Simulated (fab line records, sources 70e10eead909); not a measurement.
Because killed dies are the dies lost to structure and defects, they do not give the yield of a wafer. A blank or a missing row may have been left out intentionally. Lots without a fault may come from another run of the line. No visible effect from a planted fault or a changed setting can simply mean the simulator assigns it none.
A lot that was struck, set against a sound lot || flow nand_harc || 14 out of 1302 route steps
Sound: these wafers, L623.1, L623.3, L623.6. Struck: wafer L634.3 (left out: L634.6, a lot-mate that was not struck); the cause follows at the end.
Per side, at each step with rows, come the tool, then ch with its chambers, and then its first start. Under that, the readings that differ: sound wafers || struck wafers || difference of the means || sigmas: that difference in standard deviations of wafers without a fault.
alike: readings with means less than 2 such deviations apart, plus words and numbers identical on both sides. not compared: withheld readings, readings lacking a value on some wafer, bounds such as >300 that could conceal the same value, and numbers that have no deviation in the record and whose values overlap.
Wherever a step has rows on one side only, a row that says differs or no value, or a row with sigmas, the two part there. Numbers that have no deviation but don't overlap get no sigmas and don't part them. A reading that every wafer of one side lacks parts them only if that side has two wafers or more.

first, 5 steps without rows for these wafers: NHARC_P_GATE_SOFTBAKE_21 (time 55 s); NHARC_P_GATE_EBR_22; NHARC_P_GATE_EXPOSE_23 (exposes mask P GATE, target cd 120 nm); NHARC_P_GATE_PEB_24 (peb time 65 s); NHARC_P_GATE_DEVELOP_25 (develop time 35 s).
NHARC_P_GATE_CD_MEAS_26 targets a cd of 120 nm.
  sound on cd_sem-01 ch 0, day 8 15:37; struck on cd_sem-01 ch 0, day 13 17:41
{"reading": "cd_nm (nm)", "sound": "119.8 120.1 119.8", "struck": 118.4, "difference": -1.5, "sigmas": -3}
NHARC_P_GATE_OVL_MEAS_27:
  sound: overlay-02 at day 8 15:41; struck: overlay-02 at day 13 17:46
  alike: overlay_x_nm, overlay_y_nm
NHARC_P_GATE_INSPECT_28:
  sound: defect_inspect-02 at day 8 15:44; struck: defect_inspect-02 at day 13 17:49
  alike: raw_defect_count
NHARC_P_GATE_DESCUM_31: chemistry O2, time 3 s.
  sound on rie_diel-02 ch 0,2, day 8 15:47; struck on rie_diel-09 ch 3, day 13 17:52
{"reading": "oes_product_au (a.u.)", "sound": "0.992 0.992 0.985", "struck": 1.005, "difference": "+0.015", "sigmas": "+2"}
  alike: chamber_pressure_mTorr, drypump_motor_current_A, rf_vpp_V, showerhead_plenum_p_Torr, throttle_valve_pct
  not compared: rf_hours_counter_h
NHARC_P_GATE_ETCH_104: etches the open film in CF4/CHF3, target depth 60 nm.
  sound on rie_diel-02 ch 2,3, day 8 15:54; struck on rie_diel-09 ch 0, day 13 17:58
  alike: bias_w, chamber_pressure_mTorr, drypump_motor_current_A, oes_product_au, rf_vpp_V, showerhead_plenum_p_Torr, throttle_valve_pct
NHARC_P_GATE_HM_OPEN_105: chemistry O2/COS, target depth 360 nm.
  sound: rie_diel-02 ch 0,2,3; struck: rie_diel-09 ch 0
  alike: bias_w, chamber_pressure_mTorr, drypump_motor_current_A, oes_product_au, rf_vpp_V, showerhead_plenum_p_Torr, throttle_valve_pct
  not compared: rf_hours_counter_h
then, 1 step without rows for these wafers: NHARC_P_GATE_STRIP_106 (strips in O2/COS).
NHARC_P_GATE_ETCH_114: etches the open film in CF4/O2, target depth 30 nm, overetch 3 nm, time 16.5 s.
  sound on rie_diel-02 ch 0,2,3, day 8 16:00; struck on rie_diel-09 ch 0, day 13 18:00
{"reading": "run_length_s (s)", "sound": "37.8 37.2 38.0", "struck": 35.9, "difference": -1.8, "sigmas": -5}
{"reading": "throttle_valve_pct (%)", "sound": "13.404 13.417 13.414", "struck": 13.388, "difference": -0.024, "sigmas": -2}
  alike: chamber_pressure_mTorr, drypump_motor_current_A, oes_ar_750_au, oes_product_au, rf_vpp_V, showerhead_plenum_p_Torr
  not compared: bias_w, rf_hours_counter_h
NHARC_P_GATE_ETCH_32: etches the open film in HBr/Cl2, target depth 150 nm, time 100.1 s.
  sound on rie_si-03 ch 1,2,3, day 8 16:19; struck on rie_si-02 ch 0, day 13 18:22
  alike: bias_w, chamber_pressure_mTorr, drypump_motor_current_A, hbr_flow_sccm, oes_product_au, throttle_valve_pct
  not compared: rf_hours_counter_h

## WHERE THEY PART
Last at NHARC_P_GATE_ETCH_114 as far as this record goes, first at NHARC_P_GATE_CD_MEAS_26. Later steps at which nothing parts them and some readings are alike: NHARC_P_GATE_ETCH_32.

WHY: what the simulator had put in
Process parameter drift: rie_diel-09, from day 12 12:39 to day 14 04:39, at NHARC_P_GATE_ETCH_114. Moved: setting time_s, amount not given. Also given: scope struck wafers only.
